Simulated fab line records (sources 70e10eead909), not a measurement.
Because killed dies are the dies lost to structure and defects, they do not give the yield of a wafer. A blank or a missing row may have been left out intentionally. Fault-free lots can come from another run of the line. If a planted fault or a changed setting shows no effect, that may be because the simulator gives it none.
Problem report, 8D (eight disciplines) form, completed by code | flow nandHarc | the parts of the form that need people (team, actions taken, sign-off) are left out

1. THE ISSUE
cdNm at NHARC_A_CHANNEL_HOLE_D2_CD_MEAS_10 reads a mean of 106.0 nm on 6 wafers of 2 lots; wafers without a fault read 99.5 nm with a standard deviation of 0.6. That puts it +11 standard deviations away from the usual mean.
The step: target cd 100 nm.
Seen first at day 20 07:04 on cdSem-03, wafer L844.2. The record holds 24 wafers of 8 lots with a number at this step. The rule behind "out" and "out of limits": a value lying over 4 standard deviations away from the usual mean. All remaining wafers that have a number are taken as sound.

2. WHAT IT IS AND WHAT IT IS NOT
question                    | is                     | is not
which readings at this step | cdNm                   | -
which lots                  | L844, L846             | L829, L830, L831, L833, L838, L850
which wafers of those lots  | all that have a number | -
read on which gauges        | cdSem-02, cdSem-03     | cdSem-01
when                        | from day 20 07:04      | up to then (15 sound wafers); but 3 sound wafers of L850 came after

3. WHAT RULES OUT EACH SUSPECT
Counting: a tool stays on the suspect list if, at a process step up to the reading, it processed all lots that are out and no sound lot following the first of them.
- ruled out: the gauge at NHARC_A_CHANNEL_HOLE_D2_CD_MEAS_10. Those wafers that are out were read across 2 gauges (cdSem-02, cdSem-03).
- lithoTrack-06 at NHARC_A_CHANNEL_HOLE_D2_PEB_08 (peb time 65 s): kept. Every lot that is out went through it, starting with L844 (day 20 06:59), and after that it ran no sound lot; the last sound lot it ran before then is L838 (day 17 06:06).
The count leaves lithoTrack-06 at NHARC_A_CHANNEL_HOLE_D2_PEB_08.

4. THE CAUSE (what the simulator had put in)
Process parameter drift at NHARC_A_CHANNEL_HOLE_D2_PEB_08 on lithoTrack-06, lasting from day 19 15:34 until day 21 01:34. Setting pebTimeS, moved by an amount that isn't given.
This tool alone remained once counting was done.

5. SEQUENCE OF EFFECTS, ordered by route
One row per reading whose mean, taken over the struck wafers that have a number, lies over 3 standard deviations from the usual. Only readings for which the record gives a usual standard deviation are gone through. hours: the time from each lot's start at the first step in this table that gives one to its start at this step, as a median over the lots. sigmas: the change in usual standard deviations.
hours | step                               | reading                           | usual   | on struck wafers | change | sigmas
0     | NHARC_A_CHANNEL_HOLE_D2_CD_MEAS_10 | cdNm                              | 99.5 nm | 106.0            | +6.5   | +11
8     | NHARC_A_CHANNEL_HOLE_D2_CD_MEAS_31 | cdNm                              | 89.3 nm | 95.4             | +6.1   | +4.7
8     | NHARC_A_CHANNEL_HOLE_D2_XSEM_32    | botCdNm                           | 73.9 nm | 80.2             | +6.2   | +4.5
270   | NHARC_END_WLT_00                   | VT_DECK2_BOTTOM                   | 0.868   | 0.892            | +0.024 | +3.4
270   | NHARC_END_WLT_00                   | VT_DECK2_BOTTOM_INNER             | 0.868   | 0.892            | +0.024 | +3.7
270   | NHARC_END_WLT_00                   | VT_DECK2_MEDIAN_NEAR_BOTTOM       | 0.869   | 0.891            | +0.022 | +3.1
270   | NHARC_END_WLT_00                   | VT_DECK2_MEDIAN_NEAR_BOTTOM_INNER | 0.868   | 0.891            | +0.023 | +3.3
270   | NHARC_END_WLT_00                   | VT_DECK2_MIDDLE                   | 0.881   | 0.902            | +0.021 | +3.3
270   | NHARC_END_WLT_00                   | VT_DECK2_MIDDLE_INNER             | 0.881   | 0.905            | +0.024 | +3.6
270   | NHARC_END_WLT_00                   | VT_DECK2_TOP                      | 0.893   | 0.914            | +0.021 | +3.2
It contains these process steps:
- NHARC_A_CHANNEL_HOLE_D2_XSEM_32
Later measuring or inspecting steps at which every struck wafer that the step has a row for has a number for every such reading, and none has moved that far: NHARC_END_SORT_01.

6. HOW IT WOULD HAVE BEEN CAUGHT EARLIER
16 hours passed between the start of the fault at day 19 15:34 and the first reading out of limits at a measuring or inspecting step in this record, taken at day 20 07:04.
Among the 2 lots that are out, L846 began NHARC_A_CHANNEL_HOLE_D2_PEB_08 on lithoTrack-06 after day 20 07:04. A tool hold placed at that time would have kept it from harm.
